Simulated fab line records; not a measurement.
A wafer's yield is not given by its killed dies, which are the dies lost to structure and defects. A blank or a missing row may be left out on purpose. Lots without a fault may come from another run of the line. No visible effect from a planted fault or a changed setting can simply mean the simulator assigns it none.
fab line records    flow nandHarc
record lots=14  wafers=41  lastDay=33
route steps=1302 shown A_STAIRCASE@808
lots with no fault: from the same line, run without faults
startH: start of the lot's first displayed wafer, in hours after the record's first day    waitH: hours elapsed since this lot's preceding step    " same as the row above    L1.1+2: a row that stands for several wafers    - value missing, or start not given    * or withheld: withheld    < > ~ a bound
route shown NAME@n: names a module that has steps shown in the file, with the first one's number in the route    usual: mean/standard deviation taken from wafers without a fault    same: alike in all rows    chamber/n: place in a boat    sites: the reading at each site    _std_site: standard deviation of those values    _edge_site: mean of outer sites minus mean of inner sites    radiusMm: how far each site lies from the wafer's centre    mask NAME#n: copy n    behind: the tool/chamber that last shaped the wafer    hold: reason for holding the lot/hours on hold/outcome of the hold    device: transistor that didn't switch, given as n, p or np    end of line: tests of these same wafers at the route's end    for a step that has no rows: nothing shown but its recipe    killed: not the wafer's yield, but the dies lost to structure and defects at the first sort    map: dies across one wafer; x = killed, . = not, _ = none there
set.NAME: the run value of the setting; set.NAME@STEP: its run value at that earlier step    model.NAME: the simulator's own value behind a step, which no gauge read
the route's steps for a sample of lots (tables are steps, rows are wafers)
services: when a tool's chamber went out of use (startH, in hours from the record's first day, below 0 if earlier), for how many hours, and the reason
## steps
# step NHARC_A_STAIRCASE_ETCH_292
# recipe cf4FlowSccm=100  chf3FlowSccm=30  arFlowSccm=0  rfW=500  biasW=200  chemistry=CF4/CHF3
# usual biasW=200.0/0.61  drypumpMotorCurrentA=5.6/0.46  oesProductAu=0.939/0.022  rfFwdPowerW=497.1/1.6  rfVppV=369.9/1.8  showerheadPlenumPTorr=1.56/0.055  throttleValvePct=16.802/0.0094
lot.wafer  tool        chamber  startH  waitH  biasW  drypumpMotorCurrentA  oesProductAu  rfFwdPowerW  rfHoursCounterH  rfVppV  showerheadPlenumPTorr  throttleValvePct
L969.3     rieDiel-04  3        374.81  0.1    199.8  6.2                   0.916         496.5        2                367.3   1.49                   16.812
L969.4     "           0        "       "      199.0  5.5                   0.935         496.7        2                369.2   1.54                   16.790
L969.1     "           1        "       "      199.0  5.7                   0.927         496.5        1                369.7   1.57                   16.823
L972.2     rieDiel-01  1        395.48  0.1    200.1  5.1                   0.976         495.3        1                374.0   1.70                   16.812
L972.1     "           3        "       "      201.3  5.1                   0.966         494.3        2                372.2   1.64                   16.815
L972.5     "           0        "       "      199.6  5.7                   0.990         496.1        -                368.4   1.53                   16.789
L971.3     rieDiel-07  1        403.54  0.3    200.0  5.7                   0.928         499.3        32               370.2   1.58                   16.797
L971.1     "           2        "       "      198.4  6.7                   0.935         498.2        36               372.3   1.60                   16.803
L971.2     "           3        "       "      198.4  5.4                   0.931         494.9        41               371.0   1.60                   16.800
L974.2     rieDiel-01  0        419.34  0.1    200.0  5.7                   0.914         495.3        13               369.3   1.52                   16.811
L974.3     "           1        "       "      200.0  5.1                   0.921         495.7        11               373.9   1.70                   16.786
L974.5     "           3        "       "      200.6  5.1                   0.922         498.7        -                370.2   1.64                   16.800
L973.2     rieDiel-07  3        427.13  0.1    199.2  5.3                   0.928         496.7        47               371.4   1.60                   16.788
L973.3     "           0        "       "      199.7  6.2                   0.942         498.0        43               370.0   1.53                   16.811
L973.6     "           3        "       "      200.3  5.3                   0.937         500.2        -                371.4   1.60                   16.803
L975.1     rieDiel-04  1        431.40  0.1    200.9  5.7                   0.918         498.7        21               370.1   1.57                   16.796
L975.3     "           2        "       "      199.3  5.3                   0.922         495.6        23               368.7   1.51                   16.789
L975.6     "           0        "       "      199.8  5.5                   0.924         495.0        -                370.0   1.53                   16.806
L976.1     rieDiel-07  0        437.99  0.1    200.1  6.3                   0.929         496.6        45               369.9   1.53                   16.794
L976.3     "           2        "       "      200.4  6.7                   0.924         496.4        43               371.0   1.60                   16.798
L976.5     "           0        "       "      200.9  6.3                   0.917         497.9        -                368.5   1.53                   16.806
L977.4     rieDiel-04  1        483.63  0.1    199.8  5.7                   0.925         496.1        36               371.2   1.56                   16.805
L977.1     "           3        "       "      199.7  6.2                   0.918         498.7        38               367.8   1.48                   16.812
L977.5     "           1        "       "      199.4  5.7                   0.922         496.3        -                369.0   1.56                   16.784
L979.1     rieDiel-04  0        486.41  0.1    199.6  5.5                   0.933         495.7        37               369.4   1.53                   16.806
L979.3     "           1        "       "      200.0  5.7                   0.930         494.5        37               369.3   1.56                   16.811
L979.4     "           2        "       "      199.8  5.3                   0.928         494.6        40               367.7   1.50                   16.801
L983.1     rieDiel-04  1        511.69  0.1    200.7  5.7                   0.970         496.5        43               370.7   1.56                   16.817
L983.3     "           3        "       "      201.3  6.2                   0.987         497.7        44               367.6   1.48                   16.815
L983.5     "           0        "       "      199.5  5.5                   0.971         495.2        -                369.7   1.53                   16.810
L984.2     rieDiel-01  1        528.12  0.1    199.7  5.1                   0.926         496.6        34               373.0   1.69                   16.794
L984.6     "           1        "       "      200.3  5.1                   0.927         496.6        -                373.7   1.69                   16.795
L984.5     "           2        "       "      199.4  5.1                   0.922         497.8        -                370.1   1.57                   16.799
L988.3     rieDiel-04  0        598.37  0.1    200.1  5.5                   0.928         497.5        14               368.5   1.52                   16.800
L988.1     "           1        "       "      200.0  5.7                   0.936         497.5        14               372.6   1.56                   16.802
L988.2     "           3        "       "      200.0  6.2                   0.924         498.5        14               368.5   1.47                   16.793
L990.1     rieDiel-07  1        602.50  0.1    198.4  5.7                   0.971         498.6        36               369.7   1.56                   16.785
L990.4     "           0        "       "      199.8  6.2                   0.960         498.1        44               369.1   1.52                   16.807
L992.1     rieDiel-01  0        609.54  0.1    200.0  5.7                   0.929         495.1        14               368.3   1.51                   16.805
L992.5     "           2        "       "      200.2  5.1                   0.921         497.7        -                370.1   1.57                   16.787
L992.6     "           3        "       "      200.5  5.2                   0.918         494.9        -                372.6   1.62                   16.795
# step NHARC_A_STAIRCASE_ETCH_313
# recipe cf4FlowSccm=100  chf3FlowSccm=30  arFlowSccm=0  rfW=500  biasW=200  chemistry=CF4/CHF3
# usual biasW=200.0/0.55  drypumpMotorCurrentA=5.6/0.45  oesProductAu=0.930/0.016  rfFwdPowerW=497.1/1.7  rfVppV=370.0/2.1  showerheadPlenumPTorr=1.56/0.058  throttleValvePct=16.802/0.0096
lot.wafer  tool        chamber  startH  waitH  biasW  drypumpMotorCurrentA  oesProductAu  rfFwdPowerW  rfHoursCounterH  rfVppV  showerheadPlenumPTorr  throttleValvePct
L969.4     rieDiel-04  3        385.32  0.1    199.6  6.2                   0.920         496.8        5                366.7   1.49                   16.810
L969.3     "           0        "       "      199.5  5.5                   0.930         496.7        5                369.5   1.54                   16.817
L969.1     "           1        "       "      199.1  5.7                   0.929         495.2        3                369.7   1.57                   16.792
L972.1     rieDiel-04  3        404.53  0.1    199.7  6.2                   0.919         495.6        16               368.2   1.48                   16.809
L972.2     "           0        "       "      199.9  5.5                   0.924         500.9        16               370.1   1.53                   16.807
L972.5     "           3        "       "      199.6  6.2                   0.923         495.8        -                366.9   1.48                   16.792
L971.1     rieDiel-04  1        410.02  0.1    200.6  5.7                   0.932         497.2        17               370.8   1.57                   16.798
L971.2     "           2        "       "      200.9  5.3                   0.921         499.4        18               369.1   1.51                   16.792
L971.3     "           3        "       "      199.5  6.2                   0.919         496.9        18               368.0   1.48                   16.790
L974.2     rieDiel-01  2        428.76  0.1    200.4  5.1                   0.915         498.4        15               370.6   1.58                   16.803
L974.3     "           0        "       "      199.2  5.7                   0.922         496.3        15               367.9   1.52                   16.803
L974.5     "           1        "       "      200.2  5.1                   0.927         494.6        -                373.4   1.70                   16.803
L973.2     rieDiel-04  0        432.51  0.1    200.1  5.5                   0.924         498.9        24               368.8   1.53                   16.803
L973.3     "           2        "       "      199.9  5.3                   0.933         496.8        24               368.9   1.51                   16.789
L973.6     "           0        "       "      199.5  5.5                   0.943         498.0        -                368.2   1.53                   16.796
L975.3     rieDiel-01  3        436.53  0.1    200.1  5.1                   0.934         495.7        19               372.9   1.63                   16.810
L975.1     "           2        "       "      200.1  5.1                   0.911         497.2        17               370.1   1.58                   16.792
L975.6     "           0        "       "      200.8  5.7                   0.922         496.2        -                368.1   1.52                   16.803
L976.3     rieDiel-07  1        443.19  0.1    200.3  5.7                   0.924         498.3        38               372.3   1.58                   16.791
L976.1     "           2        "       "      199.4  6.6                   0.931         496.1        44               371.4   1.60                   16.779
L976.5     "           1        "       "      199.7  5.7                   0.929         498.1        -                370.1   1.58                   16.810
L977.1     rieDiel-01  2        490.22  0.1    200.3  5.1                   0.913         497.6        37               371.3   1.58                   16.802
L977.5     "           2        "       "      200.1  5.1                   0.928         498.2        -                371.8   1.57                   16.805
L977.4     "           0        "       "      199.3  5.7                   0.930         496.9        -                368.3   1.52                   16.785
L979.1     rieDiel-07  3        491.97  0.1    200.3  5.4                   0.985         498.8        7                372.0   1.59                   16.807
L979.4     "           0        "       "      200.2  6.2                   0.971         500.2        7                368.6   1.53                   16.812
L979.3     "           1        "       "      199.6  5.7                   0.974         497.2        4                370.3   1.57                   16.800
L983.3     rieDiel-01  1        516.90  0.1    200.1  5.1                   0.919         499.4        30               374.7   1.69                   16.813
L983.1     "           3        "       "      199.7  5.1                   0.921         497.4        48               372.8   1.63                   16.797
L983.5     "           3        "       "      200.4  5.1                   0.937         498.7        -                373.3   1.63                   16.808
L984.2     rieDiel-04  0        533.49  0.1    200.7  5.5                   0.922         496.0        47               370.1   1.53                   16.791
L984.5     "           3        "       "      199.9  6.2                   0.928         495.1        -                367.6   1.47                   16.810
L984.6     "           0        "       "      199.1  5.5                   0.918         497.8        -                368.1   1.53                   16.796
L988.2     rieDiel-04  0        604.48  0.1    200.2  5.5                   0.935         496.5        16               368.6   1.52                   16.813
L988.1     "           1        "       "      201.5  5.7                   0.928         496.0        16               369.4   1.56                   16.790
L988.3     "           3        "       "      200.1  6.2                   0.867         495.9        16               366.7   1.47                   16.796
L990.1     rieDiel-04  3        607.57  0.1    199.6  6.2                   0.918         495.7        17               366.3   1.47                   16.796
L990.4     "           2        "       "      199.1  5.3                   0.860         497.6        9                367.3   1.50                   16.811
L992.1     rieDiel-01  3        615.82  0.1    199.7  5.1                   0.925         497.6        15               371.2   1.62                   16.784
L992.6     "           3        "       "      200.2  5.1                   0.926         495.4        -                371.4   1.62                   16.813
L992.5     "           0        "       "      199.9  5.7                   0.930         492.4        -                367.8   1.51                   16.801
# step NHARC_A_STAIRCASE_HM_OPEN_463
# recipe o2FlowSccm=400  cosFlowSccm=20  arFlowSccm=0  rfW=500  biasW=300  chemistry=O2/COS
# usual biasW=300.0/0.91  drypumpMotorCurrentA=5.6/0.46  oesProductAu=1.001/0.0084  rfFwdPowerW=499.0/1.5  rfVppV=466.5/2.5  showerheadPlenumPTorr=3.09/0.11  throttleValvePct=28.329/0.0086
lot.wafer  tool        chamber  startH  waitH  biasW  drypumpMotorCurrentA  oesProductAu  rfFwdPowerW  rfHoursCounterH  rfVppV  showerheadPlenumPTorr  throttleValvePct
L969.4     rieDiel-04  1        -       -      299.8  5.7                   1.003         502.3        3                466.8   3.12                   28.331
L969.1     "           2        "       "      298.7  5.3                   1.007         498.1        4                466.1   3.00                   28.338
L969.3     "           0        "       "      300.2  5.5                   1.010         498.1        5                468.0   3.05                   28.328
L972.2     rieDiel-04  3        -       -      300.3  6.2                   0.988         499.2        16               462.5   2.94                   28.327
L972.1     "           0        "       "      300.1  5.5                   1.002         498.9        16               466.5   3.04                   28.330
L972.5     "           0        "       "      298.8  5.6                   0.996         498.3        -                466.2   3.04                   28.332
L971.1     rieDiel-04  3        -       -      301.0  6.2                   1.015         497.7        18               464.7   2.94                   28.315
L971.2     "           1        "       "      299.5  5.7                   1.002         497.6        17               466.8   3.11                   28.334
L971.3     "           2        "       "      299.4  5.3                   0.995         499.4        18               465.4   2.99                   28.313
L974.2     rieDiel-01  3        -       -      299.6  5.1                   1.006         498.5        15               468.9   3.24                   28.315
L974.3     "           1        "       "      300.5  5.1                   0.998         498.6        13               472.0   3.37                   28.338
L974.5     "           2        "       "      299.8  5.1                   0.997         498.4        -                466.3   3.14                   28.339
L973.3     rieDiel-04  2        -       -      299.9  5.3                   1.001         499.6        24               464.6   2.99                   28.323
L973.2     "           1        "       "      300.5  5.7                   1.010         498.3        22               466.4   3.11                   28.335
L973.6     "           2        "       "      299.3  5.3                   0.998         496.6        -                464.6   2.99                   28.340
L975.3     rieDiel-01  0        -       -      299.8  5.7                   0.991         501.4        19               464.9   3.02                   28.323
L975.1     "           1        "       "      298.9  5.1                   1.002         498.7        16               471.9   3.36                   28.318
L975.6     "           0        "       "      299.8  5.7                   0.987         499.5        -                463.3   3.02                   28.324
L976.3     rieDiel-07  1        -       -      300.5  5.7                   0.997         501.3        38               466.5   3.13                   28.319
L976.1     "           2        "       "      299.9  6.7                   1.004         499.5        44               466.2   3.17                   28.328
L976.5     "           2        "       "      298.6  6.6                   1.003         499.7        -                466.6   3.17                   28.328
L977.1     rieDiel-01  3        -       -      300.3  5.1                   1.003         499.1        43               470.0   3.23                   28.335
L977.5     "           3        "       "      300.6  5.1                   1.004         498.7        -                469.3   3.23                   28.329
L977.4     "           0        "       "      300.2  5.7                   0.992         498.1        -                465.1   3.01                   28.318
L979.4     rieDiel-07  3        -       -      300.0  5.3                   1.008         499.9        7                467.3   3.16                   28.335
L979.1     "           1        "       "      298.8  5.7                   1.000         496.9        4                466.7   3.12                   28.333
L979.3     "           2        "       "      300.5  6.7                   1.017         497.8        4                468.5   3.16                   28.333
L983.3     rieDiel-01  0        -       -      299.5  5.7                   0.980         495.2        47               464.9   3.01                   28.324
L983.1     "           1        "       "      300.4  5.1                   0.985         501.2        30               471.5   3.36                   28.328
L983.5     "           0        "       "      299.2  5.7                   0.993         496.0        -                464.0   3.01                   28.327
L984.2     rieDiel-04  0        -       -      297.7  5.5                   0.996         497.5        47               465.9   3.03                   28.332
L984.5     "           2        "       "      300.6  5.3                   0.991         498.8        -                464.9   2.97                   28.343
L984.6     "           3        "       "      301.8  6.2                   0.991         497.7        -                463.0   2.93                   28.321
L988.2     rieDiel-04  1        -       -      300.1  5.7                   1.003         503.4        16               467.3   3.09                   28.336
L988.1     "           3        "       "      299.3  6.2                   1.006         499.3        16               463.5   2.92                   28.337
L988.3     "           0        "       "      299.4  5.5                   1.019         499.3        16               465.5   3.02                   28.325
L990.4     rieDiel-04  0        -       -      299.2  5.6                   1.001         500.3        17               465.8   3.02                   28.336
L990.1     "           1        "       "      300.4  5.7                   0.999         498.1        17               466.6   3.09                   28.325
L992.1     rieDiel-01  1        -       -      301.1  5.1                   1.006         502.2        15               471.7   3.34                   28.324
L992.5     "           2        "       "      301.0  5.1                   0.990         497.6        -                466.6   3.11                   28.332
L992.6     "           3        "       "      297.9  5.2                   1.005         501.0        -                470.4   3.21                   28.337
# step NHARC_A_STAIRCASE_DEP_417
# recipe targetThkA=600  stepCoveragePct=20  tempC=400  targetThkNm=60  flowSccm=200  rfW=450  material=Si3N4
# usual heaterPowerW=702/60  rfFwdPowerW=449.1/1.3
lot.wafer  tool      chamber  startH  waitH  heaterPowerW  rfFwdPowerW
L969.3     pecvd-01  2        389.62  -      745           451.0
L969.1     "         1        "       "      631           449.7
L969.4     "         2        "       "      725           451.3
L972.2     pecvd-01  0        408.84  -      719           444.9
L972.1     "         1        "       "      667           451.3
L972.5     "         1        "       "      662           450.0
L971.1     pecvd-01  0        414.10  -      704           447.9
L971.3     "         1        "       "      750           449.4
L971.2     "         2        "       "      789           449.9
L974.2     pecvd-01  0        432.84  -      675           447.8
L974.3     "         1        "       "      690           447.3
L974.5     "         1        "       "      668           447.8
L973.2     pecvd-04  2        436.58  -      622           449.3
L973.3     "         1        "       "      657           449.7
L973.6     "         2        "       "      610           449.8
L975.3     pecvd-01  0        443.55  -      738           449.2
L975.1     "         2        "       "      705           449.8
L975.6     "         0        "       "      734           449.5
L976.3     pecvd-03  0        448.73  -      730           447.8
L976.1     "         2        "       "      777           446.2
L976.5     "         2        "       "      809           449.0
L977.1     pecvd-01  2        495.32  -      761           450.1
L977.4     "         1        "       "      628           448.5
L977.5     "         0        "       "      787           447.1
L979.1     pecvd-03  1        498.22  -      689           447.9
L979.3     "         2        "       "      778           448.8
L979.4     "         2        "       "      755           449.2
L983.3     pecvd-01  1        521.21  -      635           449.6
L983.1     "         2        "       "      729           449.5
L983.5     "         2        "       "      760           446.3
L984.2     pecvd-04  2        539.29  -      580           449.2
L984.5     "         0        "       "      656           449.2
L984.6     "         2        "       "      550           450.5
L988.3     pecvd-03  0        608.72  -      673           449.0
L988.1     "         1        "       "      772           446.1
L988.2     "         2        "       "      839           446.1
L990.1     pecvd-03  1        613.04  -      637           447.5
L990.4     "         2        "       "      818           448.0
L992.1     pecvd-03  2        619.96  -      712           447.2
L992.6     "         2        "       "      721           449.5
L992.5     "         0        "       "      664           449.1
## services
tool        chamber  startH  hours  kind
rieDiel-04  -        357.29  9.0    pm
rieDiel-04  0        357.29  9.0    ventCycle
rieDiel-01  2        357.92  4.0    repair
pecvd-03    -        366.54  13.0   pm
pecvd-01    -        369.58  0.8    repair
rieDiel-04  1        377.71  4.7    repair
rieDiel-01  -        381.75  9.0    pm
rieDiel-07  1        405.40  4.9    repair
rieDiel-01  3        406.68  5.1    repair
rieDiel-04  2        439.61  1.2    repair
pecvd-04    -        450.02  13.0   pm
rieDiel-07  -        472.81  9.0    pm
rieDiel-01  1        474.69  16.8   repair
rieDiel-01  0        491.18  4.9    repair
pecvd-01    -        503.10  13.0   pm
rieDiel-01  2        514.02  7.7    repair
rieDiel-04  0        520.71  8.1    repair
rieDiel-04  -        534.29  9.0    pm
pecvd-03    -        538.54  1.7    repair
pecvd-03    -        547.63  13.0   pm
rieDiel-01  -        560.44  9.0    pm
rieDiel-04  0        563.20  2.9    repair
rieDiel-04  2        588.21  18.9   repair
pecvd-04    2        618.31  4.9    repair
## key
firstSign step=NHARC_A_STAIRCASE_ETCH_313  reading=oesProductAu  direction=down  sigmas=4.2  usual=0.930  struck=0.864
effect none on later readings
metAt NHARC_A_STAIRCASE_ETCH_313
struckLots L988,L990
struckWafers L988.3,L990.4
laterRowsLeftOut L988.3,L990.4
sortLeftOut L988.3,L990.4
testerLeftOut L988,L990
notActingAt NHARC_A_STAIRCASE_ETCH_292,NHARC_A_STAIRCASE_HM_OPEN_463,NHARC_A_STAIRCASE_DEP_417
onsetBetween 533.49 604.48
fault kind=processParameterDrift  tool=rieDiel-04  chamber=-  onsetH=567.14  steps=NHARC_A_STAIRCASE_ETCH_313  channel=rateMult  offset=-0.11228  shape=step  endH=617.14  scope=struckWafersOnly
# testerLeftOut: of these lots the tester's yield and bins aren't shown, on N5 and GAA mostly nor the transistor test; their killed dies are dies lost to structure and defects alone, not to doping, threshold or leakage, so they don't give the yield
# sortLeftOut: the simulated sort isn't trusted on such a fault, so these wafers' sort isn't shown, and their yield isn't known
# laterRowsLeftOut: the simulator's readings of these wafers behind a module that went badly wrong aren't trusted and aren't shown, but for the sort
